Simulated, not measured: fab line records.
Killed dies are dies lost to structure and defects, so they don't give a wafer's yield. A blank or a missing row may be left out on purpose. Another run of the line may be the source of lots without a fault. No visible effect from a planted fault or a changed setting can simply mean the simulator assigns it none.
fab line records	flow nand_harc
record: lots: 12	wafers: 34	last_day: 24
route steps=1159 shown P_M2@333 END@1159
lots untouched by any fault: they come from a run of this same line in which no faults occurred
start_h: hours from the record's opening day to when the first of the lot's shown wafers began	wait_h: time in hours since the lot's previous step	" repeats the value in the row above	L1.1+2: several wafers, shown together as one row	- no value, or no start given	* or withheld: withheld	< > ~ a bound
route shown NAME@n: NAME is a module with steps in the file, n the number in the route of the first one	usual: average and standard deviation across the fault-free wafers	same: alike in all rows	chamber/n: place in a boat	sites: readings site by site	_std_site: the values' standard deviation	_edge_site: outer sites' mean less inner sites'	radius_mm: for every site, how far away it sits from the centre of the wafer	mask NAME#n: copy n	behind: the most recent tool/chamber to have shaped the wafer	hold: why the lot went on hold/how many hours it stayed there/how the hold came to an end	device: whichever transistor did not switch (one of n, p or np)	end of line: at the end of the route, the tests of the same wafers	where a step has no rows: the recipe by itself	killed: the dies lost at the first sort to structure and to defects; this is not the yield of the wafer	map: the dies of a wafer, with x for killed, . for not killed, _ for no die there
set.NAME: the setting that was run; set.NAME@STEP: the one run at that earlier step	model.NAME: the simulator's own value behind a step, which no gauge read
a sample of lots followed through the steps of the route, with each step as a table and each wafer as a row
services: the hour from which a tool's chamber was out of use, counted from the record's first day as start_h (under 0 if before that day), plus the number of hours and why
== steps ==
step: NHARC_P_M2_ETCH_15
recipe: target_depth_a: 1825	time_s: 91.2	c4f8_flow_sccm: withheld	ar_flow_sccm: 400	rf_w: 600	bias_w: 300	chemistry: C4F8/Ar
usual: oes_product_au: 0.952/0.02	rf_vpp_V: 439.1/2
lot.wafer	tool	chamber	start_h	wait_h	oes_product_au	rf_hours_counter_h	rf_vpp_V
L631.1	rie_diel-09	0	-	-	0.961	1	436.3
L631.2	"	3	"	"	0.964	1	439.9
L631.6	"	0	"	"	0.969	-	436.6
L632.1	rie_diel-09	1	-	-	0.985	2	439.9
L632.4	"	3	"	"	0.980	1	436.9
L632.5	"	1	"	"	0.971	-	440.7
L633.3	rie_diel-09	0	-	-	0.941	2	436.2
L633.4	"	2	"	"	0.967	2	438.2
L633.5	"	1	"	"	0.968	-	442.3
L634.2	rie_diel-03	0	-	-	0.919	18	440.9
L634.1	"	1	"	"	0.926	17	442.4
L634.5	"	3	"	"	0.937	-	437.6
L636.1	rie_diel-03	0	-	-	0.921	21	438.0
L636.6	"	2	"	"	0.930	-	437.0
L636.4	"	3	"	"	0.931	-	435.9
L637.1	rie_diel-09	2	-	-	0.950	3	440.5
L637.2	"	3	"	"	0.961	3	438.5
L637.5	"	0	"	"	0.964	-	437.2
L647.3	rie_diel-09	2	-	-	0.923	5	439.4
L647.1	"	3	"	"	0.934	5	438.7
L646.2	rie_diel-09	3	-	-	0.984	5	438.3
L646.6	"	3	"	"	0.985	-	438.9
L649.1	rie_diel-03	2	-	-	0.963	1	438.3
L649.2	"	3	"	"	0.951	2	437.2
L649.3	"	1	"	"	0.953	1	442.1
L648.3	rie_diel-03	2	-	-	0.978	2	436.2
L648.1	"	1	"	"	0.962	2	441.8
L648.5	"	2	"	"	0.979	-	437.1
L651.3	rie_diel-03	1	-	-	0.928	4	441.4
L651.6	"	1	"	"	0.924	-	441.9
L651.5	"	2	"	"	0.939	-	436.5
L653.2	rie_diel-03	1	-	-	0.928	8	442.5
L653.1	"	3	"	"	0.929	9	437.8
L653.6	"	1	"	"	0.924	-	442.3
step: NHARC_P_M2_PVD_20
recipe: target_thk_a: 50	bias_v: 168.6	power_w: 15000	chamber_pressure_pa: 0.12	time_s: 8.06	substrate_temp_c: 50	material: TaN
usual: throttle_valve_pct: 30.2/1.1
lot.wafer	tool	chamber	start_h	wait_h	throttle_valve_pct
L631.1	pvd_sputter-01	-	-	-	29.8
L631.2	"	-	"	"	30.0
L631.6	"	-	"	"	29.8
L632.1	pvd_sputter-03	-	-	-	28.2
L632.4	"	-	"	"	31.3
L632.5	"	-	"	"	31.4
L633.3	pvd_sputter-02	-	-	-	28.4
L633.4	"	-	"	"	31.3
L633.5	"	-	"	"	28.4
L634.1	pvd_sputter-01	-	-	-	30.2
L634.2	"	-	"	"	28.6
L634.5	"	-	"	"	30.1
L636.4	pvd_sputter-03	-	-	-	31.0
L636.1	"	-	"	"	31.6
L636.6	"	-	"	"	30.4
L637.1	pvd_sputter-01	-	-	-	30.7
L637.2	"	-	"	"	28.6
L637.5	"	-	"	"	30.6
L647.3	pvd_sputter-02	-	-	-	29.6
L647.1	"	-	"	"	31.1
L646.2	pvd_sputter-03	-	-	-	28.1
L646.6	"	-	"	"	31.7
L649.1	pvd_sputter-03	-	-	-	28.3
L649.3	"	-	"	"	30.1
L649.2	"	-	"	"	31.1
L648.3	pvd_sputter-02	-	-	-	31.0
L648.1	"	-	"	"	29.3
L648.5	"	-	"	"	29.7
L651.3	pvd_sputter-01	-	-	-	30.3
L651.5	"	-	"	"	30.6
L651.6	"	-	"	"	30.9
L653.2	pvd_sputter-02	-	-	-	31.3
L653.1	"	-	"	"	29.1
L653.6	"	-	"	"	29.4
step: NHARC_P_M2_PVD_21
recipe: target_thk_a: 300	chamber_pressure_pa: 5	power_w: 5000	substrate_temp_c: 30	time_s: 20.49	material: Cu
usual: throttle_valve_pct: 30.2/1
lot.wafer	tool	chamber	start_h	wait_h	throttle_valve_pct
L631.1	pvd_sputter-01	-	-	-	30.8
L631.2	"	-	"	"	28.5
L631.6	"	-	"	"	29.9
L632.4	pvd_sputter-03	-	-	-	31.7
L632.1	"	-	"	"	31.0
L632.5	"	-	"	"	30.3
L633.3	pvd_sputter-02	-	-	-	31.2
L633.4	"	-	"	"	28.3
L633.5	"	-	"	"	31.4
L634.2	pvd_sputter-01	-	-	-	30.1
L634.1	"	-	"	"	28.5
L634.5	"	-	"	"	30.0
L636.1	pvd_sputter-03	-	-	-	31.7
L636.4	"	-	"	"	31.0
L636.6	"	-	"	"	30.3
L637.1	pvd_sputter-01	-	-	-	28.8
L637.2	"	-	"	"	30.7
L637.5	"	-	"	"	30.4
L647.1	pvd_sputter-02	-	-	-	30.9
L647.3	"	-	"	"	29.6
L646.2	pvd_sputter-03	-	-	-	28.2
L646.6	"	-	"	"	30.1
L649.3	pvd_sputter-03	-	-	-	31.6
L649.1	"	-	"	"	30.4
L649.2	"	-	"	"	28.3
L648.1	pvd_sputter-02	-	-	-	29.8
L648.3	"	-	"	"	29.6
L648.5	"	-	"	"	31.0
L651.3	pvd_sputter-01	-	-	-	30.6
L651.6	"	-	"	"	30.6
L651.5	"	-	"	"	30.8
L653.1	pvd_sputter-02	-	-	-	31.3
L653.2	"	-	"	"	29.7
L653.6	"	-	"	"	30.9
step: NHARC_P_M2_CMP_23
recipe: t_overpolish_s: 20	target_thk_nm: 144.3
usual: motor_current_A: 11.6/1	time_to_endpoint_s: 28/3.1
lot.wafer	tool	chamber	start_h	wait_h	motor_current_A	time_to_endpoint_s
L631.2	cmp-01	2	128.09	-	10.9	30
L631.1	"	0	"	"	10.5	36
L631.6	"	3	"	"	13.2	28
L632.4	cmp-02	1	134.78	-	12.9	31
L632.1	"	2	"	"	11.9	31
L632.5	"	0	"	"	11.7	30
L633.4	cmp-01	0	141.70	-	10.6	32
L633.3	"	3	"	"	12.5	28
L633.5	"	0	"	"	10.3	32
L634.1	cmp-01	2	146.76	-	11.7	28
L634.2	"	1	"	"	12.1	29
L634.5	"	3	"	"	12.6	27
L636.1	cmp-02	3	161.88	-	9.8	23
L636.4	"	1	"	"	12.8	28
L636.6	"	3	"	"	10.2	21
L637.2	cmp-02	0	172.13	-	11.1	29
L637.1	"	2	"	"	11.8	31
L637.5	"	0	"	"	11.7	32
L647.1	cmp-01	1	227.40	-	11.6	28
L647.3	"	2	"	"	12.1	13
L646.2	cmp-01	1	228.29	-	12.3	13
L646.6	"	1	"	"	12.4	15
L649.2	cmp-04	3	236.37	-	11.5	27
L649.1	"	0	"	"	10.8	32
L649.3	"	1	"	"	11.9	32
L648.1	cmp-02	2	237.66	-	11.8	29
L648.3	"	3	"	"	9.6	22
L648.5	"	2	"	"	11.5	28
L651.3	cmp-02	2	247.74	-	11.5	26
L651.6	"	2	"	"	12.0	27
L651.5	"	3	"	"	9.4	22
L653.1	cmp-02	2	262.45	-	12.0	28
L653.2	"	0	"	"	10.8	24
L653.6	"	1	"	"	12.9	26
step: NHARC_P_M2_THK_MEAS_24
recipe: thk_meas_gauge: xrf
usual: thk_nm: 144.4/1.5
lot.wafer	tool	chamber	start_h	wait_h	thk_nm
L631.1	film_metro-01	-	128.40	-	147.2
L631.2	"	-	"	"	145.5
L631.6	"	-	"	"	144.6
L632.1	film_metro-01	-	135.04	-	144.7
L632.4	"	-	"	"	145.9
L632.5	"	-	"	"	142.3
L633.3	film_metro-02	-	142.02	-	144.9
L633.4	"	-	"	"	148.7
L633.5	"	-	"	"	146.8
L634.1	film_metro-01	-	147.08	-	143.4
L634.2	"	-	"	"	145.1
L634.5	"	-	"	"	143.3
L636.1	film_metro-02	-	162.17	-	142.1
L636.4	"	-	"	"	144.4
L636.6	"	-	"	"	141.9
L637.1	film_metro-02	-	172.42	-	145.7
L637.2	"	-	"	"	146.2
L637.5	"	-	"	"	144.0
L647.1	film_metro-02	-	227.66	-	145.3
L647.3	"	-	"	"	138.2
L646.2	film_metro-01	-	228.57	-	135.7
L646.6	"	-	"	"	136.4
L649.1	film_metro-02	-	236.65	-	145.0
L649.2	"	-	"	"	143.2
L649.3	"	-	"	"	145.3
L648.1	film_metro-02	-	237.94	-	145.0
L648.3	"	-	"	"	145.7
L648.5	"	-	"	"	144.9
L651.3	film_metro-02	-	248.06	-	143.7
L651.5	"	-	"	"	142.6
L651.6	"	-	"	"	142.9
L653.1	film_metro-02	-	262.74	-	142.5
L653.2	"	-	"	"	145.0
L653.6	"	-	"	"	144.6
step: NHARC_END_SORT_01
recipe: temp_c: 25
usual: defect_limited_yield: 95.1/1.3	killed_at_array: 29/8.4	killed_at_other: 0.7/1.2	killed_at_periphery: 3.8/2.1	killed_dies: 33/9	killed_open: 3.4/2	killed_short: 2.1/1.4	sort_bin_2_pct: 1.5/0.56	sort_bin_3_pct: 0.26/0.2	sort_bin_4_pct: 3.1/0.91	sort_n_pass: 644/9	sort_rim_yield_pct: 96.2/2.2	sort_yield_pct: 95.1/1.3
same: gross_dies: 677	sort_bin_5_pct[%]: 0	sort_bin_6_pct[%]: 0	sort_bin_7_pct[%]: 0	sort_bin_8_pct[%]: 0	sort_rim_n_gross: 106.00
lot.wafer	tool	chamber	start_h	wait_h	defect_limited_yield[%]	killed_at_array	killed_at_other	killed_at_periphery	killed_dies	killed_open	killed_short	sort_bin_2_pct[%]	sort_bin_3_pct[%]	sort_bin_4_pct[%]	sort_n_pass	sort_rim_yield_pct[%]	sort_yield_pct[%]
L634.1	prober-02	0	479.94	2.5	93.1	41	0	6	47	3	1	1.6	0.15	5.2	630	96.2	93.1
L634.2	prober-02	0	480.74	2.8	95.3	26	0	6	32	2	1	1.5	0.30	3.0	645	93.4	95.3
L634.5	prober-02	0	483.14	3.7	94.5	31	0	6	37	2	3	1.6	0.15	3.7	640	93.4	94.5
L633.3	prober-01	0	481.45	3.1	94.2	36	1	2	39	3	2	2.1	0.15	3.5	638	95.3	94.2
L633.4	prober-01	0	482.25	3.4	95.4	26	0	5	31	6	1	2.1	0.30	2.2	646	99.1	95.4
L633.5	prober-01	0	483.06	3.7	94.4	34	1	3	38	2	2	2.1	0.44	3.1	639	100.0	94.4
L632.1	prober-02	0	487.74	2.5	92.5	48	1	2	51	2	2	1.9	0.44	5.2	626	96.2	92.5
L632.4	prober-02	0	490.11	3.4	94.7	30	1	5	36	2	2	1.6	0	3.7	641	93.4	94.7
L632.5	prober-02	0	490.89	3.7	94.4	32	0	6	38	7	2	1.6	0.30	3.7	639	93.4	94.4
L631.1	prober-02	0	495.49	2.5	95.9	24	0	4	28	2	3	1.5	0.15	2.5	649	99.1	95.9
L631.2	prober-02	0	496.29	2.8	96.8	19	0	3	22	0	3	0.7	0.44	2.1	655	100.0	96.8
L631.6	prober-02	0	499.47	4.0	95.1	27	0	6	33	5	5	1.8	0.30	2.8	644	96.2	95.1
L636.1	prober-01	0	495.51	2.5	93.8	37	0	5	42	1	3	2.1	0.30	3.8	635	98.1	93.8
L636.4	prober-01	0	497.92	3.4	94.4	36	1	1	38	2	4	1.2	0.15	4.3	639	98.1	94.4
L636.6	prober-01	0	499.52	4.0	94.2	36	0	3	39	3	4	1.5	0.44	3.8	638	97.2	94.2
L637.1	prober-02	0	511.09	2.5	95.1	30	0	3	33	3	0	1.0	0.15	3.7	644	96.2	95.1
L637.2	prober-02	0	511.90	2.8	95.7	24	2	3	29	3	1	1.2	0.15	3.0	648	96.2	95.7
L637.5	prober-02	0	514.31	3.7	95.9	26	0	2	28	1	1	1.5	0	2.7	649	97.2	95.9
L647.1	prober-01	0	542.48	2.5	94.5	32	0	5	37	6	2	1.9	0.30	3.2	640	92.5	94.5
L647.3	prober-01	0	544.08	3.1	95.1	26	4	3	33	1	1	1.8	0.30	2.8	644	92.5	95.1
L646.2	prober-02	0	543.06	2.8	96.3	16	6	3	25	4	0	1.0	0.30	2.4	652	93.4	96.3
L646.6	prober-02	0	546.22	4.0	96.3	19	1	5	25	4	3	0.6	0	3.1	652	97.2	96.3
L649.1	prober-02	0	550.04	2.5	96.8	18	2	2	22	1	3	1.5	0	1.8	655	96.2	96.8
L649.2	prober-02	0	550.83	2.8	94.8	30	0	5	35	5	5	1.5	0.15	3.5	642	96.2	94.8
L649.3	prober-02	0	551.61	3.1	96.2	21	3	2	26	4	1	1.2	0	2.7	651	98.1	96.2
L648.1	prober-01	0	550.26	2.5	93.9	39	2	0	41	2	2	1.5	0.30	4.3	636	90.6	93.9
L648.3	prober-01	0	551.88	3.1	92.6	45	1	4	50	3	1	2.5	0.15	4.7	627	93.4	92.6
L648.5	prober-01	0	553.50	3.7	92.2	50	0	3	53	4	1	3.1	0.44	4.3	624	96.2	92.2
L651.3	prober-01	0	559.69	3.1	92.8	40	1	8	49	2	5	0.7	1.03	5.5	628	96.2	92.8
L651.5	prober-01	0	561.28	3.7	94.4	33	1	4	38	4	2	1.5	0.59	3.5	639	96.2	94.4
L651.6	prober-01	0	562.08	4.0	93.6	35	1	7	43	4	3	2.4	0.30	3.7	634	96.2	93.6
L653.1	prober-02	0	565.46	2.5	96.8	17	0	5	22	3	0	1.2	0	2.1	655	97.2	96.8
L653.2	prober-02	0	566.26	2.8	96.6	18	0	5	23	3	3	1.0	0.15	2.2	654	96.2	96.6
L653.6	prober-02	0	569.46	4.0	96.0	25	0	2	27	3	3	1.3	0.44	2.2	650	98.1	96.0
killed by level:class
L634.1 A_SLIT:chamber_film_flake=17 A_CONTACT:chamber_film_flake=9 A_CHANNEL_HOLE_D1:chamber_film_flake=8 P_BONDPAD:chamber_film_flake=5 A_WL_FILL:chamber_film_flake=3 P_GATE:geometric_particle:open=1 A_CHANNEL_FILL_D1:geometric_particle:short=1 A_CONTACT:geometric_particle:open=1
L634.2 A_SLIT:chamber_film_flake=9 A_CONTACT:chamber_film_flake=8 P_BONDPAD:chamber_film_flake=3 A_CHANNEL_HOLE_D1:chamber_film_flake=3 A_WL_FILL:chamber_film_flake=3 P_CONTACT:geometric_particle:open=2 A_STAIRCASE:chamber_film_flake=2 A_CONTACT:geometric_particle:short=1
L633.3 A_CHANNEL_HOLE_D1:chamber_film_flake=19 A_SLIT:chamber_film_flake=10 A_CONTACT:geometric_particle:open=2 A_STAIRCASE:chamber_film_flake=2 A_CONTACT:chamber_film_flake=2 P_M1:geometric_particle:open=1 A_CONTACT:geometric_particle:short=1 STARTING-WAFER:geometric_particle:short=1
L633.4 A_CHANNEL_HOLE_D1:chamber_film_flake=12 A_SLIT:chamber_film_flake=6 P_GATE:geometric_particle:open=2 P_CONTACT:geometric_particle:open=2 A_CONTACT:chamber_film_flake=2 A_SGD_CUT:chamber_film_flake=2 A_ONON_D1:geometric_particle:short=1 A_CONTACT:geometric_particle:open=1
L633.5 A_CHANNEL_HOLE_D1:chamber_film_flake=13 A_SLIT:chamber_film_flake=12 A_CONTACT:chamber_film_flake=4 A_WL_FILL:geometric_particle:short=2 P_BONDPAD:chamber_film_flake=2 A_STAIRCASE:chamber_film_flake=2 A_CONTACT:geometric_particle:open=1 STARTING-WAFER:geometric_particle:open=1
L634.5 A_SLIT:chamber_film_flake=13 A_CONTACT:chamber_film_flake=8 P_BONDPAD:chamber_film_flake=5 A_CHANNEL_HOLE_D1:chamber_film_flake=4 P_M0:geometric_particle:open=1 A_CHANNEL_HOLE_D1:geometric_particle:short=1 A_CHANNEL_FILL_D1:geometric_particle:short=1 A_SGD_CUT:geometric_particle:short=1
L632.1 A_CHANNEL_HOLE_D1:chamber_film_flake=20 A_CONTACT:chamber_film_flake=9 A_STAIRCASE:chamber_film_flake=8 A_M0:chamber_film_flake=5 A_WL_FILL:geometric_particle:short=2 A_SLIT:chamber_film_flake=2 P_M0:geometric_particle:open=1 A_ONON_D1:geometric_particle:open=1
L632.4 A_CHANNEL_HOLE_D1:chamber_film_flake=12 A_CONTACT:chamber_film_flake=5 A_STAIRCASE:chamber_film_flake=4 A_M0:chamber_film_flake=4 P_BONDPAD:chamber_film_flake=2 P_CONTACT:geometric_particle:open=1 A_ONON_D1:geometric_particle:short=1 A_SGD_CUT:geometric_particle:open=1
L632.5 A_CHANNEL_HOLE_D1:chamber_film_flake=10 A_STAIRCASE:chamber_film_flake=6 A_CONTACT:chamber_film_flake=6 A_CONTACT:geometric_particle:open=5 A_M0:chamber_film_flake=3 P_ZERO_WELL:chamber_film_flake=2 P_STI:chamber_film_flake=2 P_CONTACT:geometric_particle:open=1
L631.1 A_SLIT:chamber_film_flake=15 A_CHANNEL_HOLE_D1:chamber_film_flake=2 P_M0:geometric_particle:short=1 A_WL_FILL:geometric_particle:short=1 A_WL_FILL:geometric_particle:open=1 A_CONTACT:geometric_particle:short=1 A_BLC:geometric_particle:open=1 P_STI:chamber_film_flake=1
L636.1 A_CHANNEL_HOLE_D1:chamber_film_flake=18 A_SLIT:chamber_film_flake=10 P_CONTACT:chamber_film_flake=4 A_STAIRCASE:chamber_film_flake=2 A_CONTACT:chamber_film_flake=2 A_SOURCE_PLATE:geometric_particle:short=1 A_WL_FILL:geometric_particle:short=1 A_CONTACT:geometric_particle:short=1
L631.2 A_SLIT:chamber_film_flake=7 A_CONTACT:chamber_film_flake=4 P_M1:chamber_film_flake=3 A_ZERO_WELL:chamber_film_flake=3 A_CHANNEL_FILL_D1:geometric_particle:short=1 A_SLIT:geometric_particle:short=1 A_WL_FILL:geometric_particle:short=1 A_CHANNEL_HOLE_D1:chamber_film_flake=1
L636.4 A_CHANNEL_HOLE_D1:chamber_film_flake=19 A_SLIT:chamber_film_flake=11 P_CONTACT:geometric_particle:short=1 A_ONON_D1:geometric_particle:open=1 A_ONON_D1:geometric_particle:short=1 A_CHANNEL_HOLE_D1:geometric_particle:short=1 A_WL_FILL:geometric_particle:short=1 A_CONTACT:geometric_particle:open=1
L631.6 A_SLIT:chamber_film_flake=15 A_CHANNEL_HOLE_D1:chamber_film_flake=3 P_M1:chamber_film_flake=2 P_CONTACT:geometric_particle:short=1 P_M0:geometric_particle:open=1 P_M0:geometric_particle:short=1 A_ONON_D1:geometric_particle:short=1 A_CHANNEL_FILL_D1:geometric_particle:open=1
L636.6 A_CHANNEL_HOLE_D1:chamber_film_flake=17 A_SLIT:chamber_film_flake=9 A_CONTACT:chamber_film_flake=3 A_ONON_D1:geometric_particle:short=2 A_BLC:geometric_particle:short=2 P_M1:geometric_particle:open=1 A_ONON_D1:geometric_particle:open=1 A_WL_FILL:geometric_particle:open=1
L637.1 A_SLIT:chamber_film_flake=16 A_CHANNEL_HOLE_D1:chamber_film_flake=8 A_CONTACT:geometric_particle:open=2 A_STAIRCASE:chamber_film_flake=2 P_CONTACT:geometric_particle:open=1 P_STI:chamber_film_flake=1 P_CONTACT:chamber_film_flake=1 A_WL_FILL:chamber_film_flake=1
L637.2 A_SLIT:chamber_film_flake=10 A_STAIRCASE:chamber_film_flake=3 A_CONTACT:chamber_film_flake=3 A_BLC:geometric_particle:open=2 A_ZERO_WELL:chamber_film_flake=2 A_CHANNEL_HOLE_D1:chamber_film_flake=2 THIN_TSV:chamber_film_flake=2 A_CHANNEL_HOLE_D1:geometric_particle:open=1
L637.5 A_SLIT:chamber_film_flake=14 A_CHANNEL_HOLE_D1:chamber_film_flake=6 A_CHANNEL_FILL_D1:geometric_particle:short=1 A_CONTACT:geometric_particle:open=1 P_STI:chamber_film_flake=1 P_CONTACT:chamber_film_flake=1 A_ZERO_WELL:chamber_film_flake=1 A_STAIRCASE:chamber_film_flake=1
L647.1 A_CHANNEL_HOLE_D1:chamber_film_flake=20 A_ONON_D1:geometric_particle:open=2 A_CONTACT:geometric_particle:open=2 P_STI:chamber_film_flake=2 A_CONTACT:chamber_film_flake=2 A_BLC:chamber_film_flake=2 P_GATE:geometric_particle:short=1 P_CONTACT:geometric_particle:short=1
L646.2 A_CHANNEL_HOLE_D1:chamber_film_flake=6 A_WL_FILL:chamber_film_flake=4 THIN_TSV:chamber_film_flake=4 A_CONTACT:chamber_film_flake=3 A_CHANNEL_FILL_D1:geometric_particle:open=2 HYBRID_BOND:chamber_film_flake=2 P_M0:geometric_particle:open=1 P_M2:geometric_particle:open=1
L647.3 A_CHANNEL_HOLE_D1:chamber_film_flake=17 A_CONTACT:chamber_film_flake=4 THIN_TSV:chamber_film_flake=4 P_GATE:chamber_film_flake=2 A_ZERO_WELL:chamber_film_flake=2 A_CONTACT:geometric_particle:open=1 A_M0:geometric_particle:short=1 P_STI:chamber_film_flake=1
L646.6 A_CHANNEL_HOLE_D1:chamber_film_flake=7 A_WL_FILL:chamber_film_flake=4 A_CONTACT:chamber_film_flake=3 A_ONON_D1:geometric_particle:short=2 A_CONTACT:geometric_particle:open=2 P_GATE:chamber_film_flake=2 P_M0:geometric_particle:short=1 P_M0:geometric_particle:open=1
L649.1 A_CHANNEL_HOLE_D1:chamber_film_flake=10 A_STAIRCASE:chamber_film_flake=3 A_CONTACT:chamber_film_flake=2 THIN_TSV:chamber_film_flake=2 P_CONTACT:geometric_particle:short=1 P_M1:geometric_particle:short=1 A_CHANNEL_HOLE_D1:geometric_particle:open=1 A_M0:geometric_particle:short=1
L648.1 A_CHANNEL_HOLE_D1:chamber_film_flake=24 A_SLIT:chamber_film_flake=5 A_STAIRCASE:chamber_film_flake=3 A_CONTACT:chamber_film_flake=3 A_ONON_D1:geometric_particle:open=1 A_CONTACT:geometric_particle:short=1 A_CONTACT:geometric_particle:open=1 A_BLC:geometric_particle:short=1
L649.2 A_CHANNEL_HOLE_D1:chamber_film_flake=10 A_STAIRCASE:chamber_film_flake=7 A_WL_FILL:chamber_film_flake=3 A_CONTACT:chamber_film_flake=2 P_GATE:geometric_particle:open=1 P_CONTACT:geometric_particle:open=1 P_M0:geometric_particle:short=1 A_SGD_CUT:geometric_particle:short=1
L649.3 A_CHANNEL_HOLE_D1:chamber_film_flake=10 A_STAIRCASE:chamber_film_flake=3 A_CHANNEL_FILL_D1:geometric_particle:open=2 P_GATE:chamber_film_flake=2 THIN_TSV:chamber_film_flake=2 A_SGD_CUT:geometric_particle:open=1 A_CONTACT:geometric_particle:open=1 A_CONTACT:geometric_particle:short=1
L648.3 A_CHANNEL_HOLE_D1:chamber_film_flake=20 A_SLIT:chamber_film_flake=16 A_CONTACT:chamber_film_flake=5 P_GATE:chamber_film_flake=2 A_STAIRCASE:chamber_film_flake=2 P_CONTACT:geometric_particle:open=1 A_ONON_D1:geometric_particle:open=1 A_WL_FILL:geometric_particle:open=1
L648.5 A_CHANNEL_HOLE_D1:chamber_film_flake=20 A_SLIT:chamber_film_flake=18 A_CONTACT:chamber_film_flake=5 A_STAIRCASE:chamber_film_flake=4 A_M1:geometric_particle:open=2 P_GATE:geometric_particle:short=1 P_CONTACT:geometric_particle:open=1 A_ONON_D1:geometric_particle:open=1
L651.3 A_SLIT:chamber_film_flake=20 A_CHANNEL_HOLE_D1:chamber_film_flake=14 P_ZERO_WELL:chamber_film_flake=2 P_GATE:chamber_film_flake=2 A_CONTACT:chamber_film_flake=2 P_CONTACT:geometric_particle:short=1 P_M1:geometric_particle:short=1 P_BONDPAD:geometric_particle:short=1
L651.5 A_SLIT:chamber_film_flake=17 A_CHANNEL_HOLE_D1:chamber_film_flake=7 A_CONTACT:chamber_film_flake=3 P_CONTACT:geometric_particle:short=1 P_CONTACT:geometric_particle:open=1 A_CHANNEL_FILL_D1:geometric_particle:short=1 A_STAIRCASE:geometric_particle:open=1 A_SGD_CUT:geometric_particle:open=1
L651.6 A_SLIT:chamber_film_flake=21 A_CHANNEL_HOLE_D1:chamber_film_flake=8 P_CONTACT:geometric_particle:open=2 P_GATE:chamber_film_flake=2 A_CONTACT:chamber_film_flake=2 P_GATE:geometric_particle:open=1 P_M0:geometric_particle:open=1 A_ONON_D1:geometric_particle:short=1
L653.1 A_CHANNEL_HOLE_D1:chamber_film_flake=7 A_STAIRCASE:chamber_film_flake=4 P_GATE:chamber_film_flake=3 A_WL_FILL:geometric_particle:open=2 A_WL_FILL:chamber_film_flake=2 A_CONTACT:chamber_film_flake=2 P_STI:geometric_particle:open=1 P_ZERO_WELL:chamber_film_flake=1
L653.2 P_GATE:chamber_film_flake=4 A_CHANNEL_HOLE_D1:chamber_film_flake=4 A_STAIRCASE:chamber_film_flake=3 A_WL_FILL:chamber_film_flake=3 A_WL_FILL:geometric_particle:short=2 A_CONTACT:chamber_film_flake=2 A_CHANNEL_FILL_D1:geometric_particle:open=1 A_CONTACT:geometric_particle:open=1
L653.6 A_CHANNEL_HOLE_D1:chamber_film_flake=10 A_CONTACT:chamber_film_flake=4 A_BONDPAD:chamber_film_flake=2 P_GATE:geometric_particle:open=1 A_ONON_D1:geometric_particle:short=1 A_SGD_CUT:geometric_particle:short=1 A_WL_FILL:geometric_particle:open=1 A_CONTACT:geometric_particle:short=1
== services ==
tool	chamber	start_h	hours	kind
pvd_sputter-03	-	113.67	3.1	repair
cmp-02	-	117.74	0.6	repair
cmp-02	-	128.64	4.0	pm
pvd_sputter-01	-	131.86	4.7	repair
cmp-01	-	136.00	0.7	repair
rie_diel-03	1	138.47	2.1	repair
pvd_sputter-01	-	145.07	0.5	repair
pvd_sputter-03	-	145.44	7.4	repair
rie_diel-03	1	150.11	13.0	repair
pvd_sputter-01	-	158.01	10.0	pm
cmp-02	-	177.95	2.4	repair
cmp-01	-	179.50	4.0	pm
pvd_sputter-03	-	180.58	0.6	repair
cmp-01	-	206.10	1.1	repair
pvd_sputter-02	-	214.00	10.0	pm
pvd_sputter-01	-	214.17	1.6	repair
rie_diel-03	-	215.33	9.0	pm
rie_diel-09	3	220.59	1.2	repair
cmp-02	-	226.64	4.0	pm
pvd_sputter-03	-	227.65	5.1	repair
rie_diel-09	-	228.14	26.2	repair
cmp-01	-	235.46	0.4	repair
rie_diel-09	-	254.38	9.0	pm
rie_diel-03	2	255.59	13.9	repair
== key ==
first_sign: step: NHARC_P_M2_CMP_23	reading: time_to_endpoint_s	direction: down	sigmas: 4.6	usual: *	struck: *
effect: step: NHARC_P_M2_THK_MEAS_24	reading: thk_nm	direction: down	sigmas: 5	usual: 144.4	struck: 136.8
met_at NHARC_P_M2_CMP_23
struck_lots L646,L647
struck_wafers L646.2,L646.6,L647.3
not_acting_at NHARC_P_M2_ETCH_15,NHARC_P_M2_PVD_20,NHARC_P_M2_PVD_21
onset_between 146.76 227.40
fault: kind: process_parameter_drift	tool: cmp-01	chamber: -	onset_h: 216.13	steps: NHARC_P_M2_CMP_23	channel: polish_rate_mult	offset: 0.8	shape: step	end_h: 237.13	scope: struck_wafers_only
